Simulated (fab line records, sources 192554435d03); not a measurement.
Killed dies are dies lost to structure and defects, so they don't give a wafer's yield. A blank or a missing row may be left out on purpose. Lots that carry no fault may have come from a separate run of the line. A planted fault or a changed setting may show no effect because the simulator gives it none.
A lot that was struck, set against a sound lot :: flow n5 finfet :: 15 out of 1938 route steps
Sound: these wafers, L804.2, L804.4, L804.5. Struck: wafers L816.5, L816.6. (L816.4 of the same lot was not struck and is left out.) The cause comes at the end.
Each step with rows lists, per side, the tool, then ch with its chambers, then its first start. Under that, the readings that differ: sound wafers :: struck wafers :: difference of the means :: sigmas: that difference in standard deviations of wafers without a fault.
alike: same words and numbers on both sides, and readings whose means sit less than 2 such deviations apart. not compared: any withheld reading, any reading some wafer has no value for, any bound like >300 that may hide the same value, and any number with overlapping values for which the record gives no deviation.
A row with sigmas, a row that says differs or no value, or rows on one side alone: a step with any of these is where the two part. Non-overlapping numbers with no deviation appear without sigmas and do not part them. Lack of a reading on every wafer of one side parts them only where that side has two or more wafers.

first, 2 steps without rows for these wafers: N5_BEOL_M12_TRENCH_ETCH_34 (etches SiOC in C4F8/O2/Ar, target depth 318.95 nm, time 125.5 s); N5_BEOL_M12_STRIP_70 (strips in C4F8/O2/Ar).
N5_BEOL_M12_OCD_MEAS_35:
  sound on ocd-02, day 10 16:53; struck on ocd-01, day 13 14:17
  alike: trench depth nm
N5_BEOL_M12_STRIP_37: strips in N2/H2.
  sound on plasma asher-01 ch 0,1, day 10 16:56; struck on plasma asher-01 ch 0,1, day 13 14:20
  alike: drypump motor current A, heater power w, oes product au
  not compared: rf hours counter h
N5_BEOL_M12_ETCH_38: etches SiCN in CF4/N2, target depth 68.7 nm, time 73.4 s.
  sound on rie diel-05 ch 0,3, day 10 19:40; struck on rie diel-04 ch 0,1, day 13 16:34
  alike: drypump motor current A, oes product au, rf fwd power W, rf vpp V, showerhead plenum p Torr, throttle valve pct
  not compared: rf hours counter h
then, 2 steps without rows for these wafers: N5_BEOL_M12_PRECLEAN_39 (cleans in residue remover, time 60 s); N5_BEOL_M12_SRD_40 (time 30 s, dry time 30 s).
N5_BEOL_M12_DEGAS_41: time 60 s.
  sound on pvd sputter-02, day 10 20:09; struck on pvd sputter-01, day 13 17:11
reading: heater power w (W)
sound: 431 365 438
struck: 342 347
difference: -67
sigmas: -2
  alike: susceptor temp C
then, 2 steps without rows for these wafers: N5_BEOL_M12_PRE_CLEAN_42 (time 30 s); N5_BEOL_M12_SPUTTER_43 (material TaN, target thk 15 nm, time 24.19 s).
N5_BEOL_M12_SPUTTER_44: material Ta, target thk 10 nm, time 16.13 s.
  sound on pvd sputter-02, day 10 20:19; struck on pvd sputter-01, day 13 17:21
  alike: chamber pressure pa, substrate temp c, susceptor temp C, throttle valve pct
then, 1 step without rows for these wafers: N5_BEOL_M12_SPUTTER_45 (material Cu, target thk 80 nm, time 13.33 s).
N5_BEOL_M12_ECD_47: material Cu, target thk 720 nm.
  sound on ecd cu-01 ch 0,1, day 10 20:31; struck on ecd cu-02 ch 0,1, day 13 17:35
reading: model.Cu_of_BEOL_M12_ECD_47.thk nm (nm)
sound: 708.2 727 724.8
struck: 1363 1362
difference: +642
sigmas: 
N5_BEOL_M12_ANNEAL_48: time 90 s.
  sound on rtp anneal-02 ch 0, day 10 20:42; struck on rtp anneal-01 ch 0, day 13 17:50
  alike: wafer_temp_C_max
N5_PASSIVATION_PROBE_49:
  sound on prober-02, day 12 02:34; struck on prober-02, day 15 10:10
reading: killed_at_M0_to_M3
sound: 43 40 40
struck: 17 20
difference: -22
sigmas: -2
  alike: defect limited yield, killed_at_M4_up, killed at contacts, killed at front end, killed at other, killed dies, killed open, killed short, sort_bin_5_function, sort_bin_6_memory, sort_bin_8_speed, sort n pass, sort yield pct

## WHERE THEY PART
Last at N5_PASSIVATION_PROBE_49 as far as this record goes, first at N5_BEOL_M12_DEGAS_41.

WHY: whatever the simulator had introduced
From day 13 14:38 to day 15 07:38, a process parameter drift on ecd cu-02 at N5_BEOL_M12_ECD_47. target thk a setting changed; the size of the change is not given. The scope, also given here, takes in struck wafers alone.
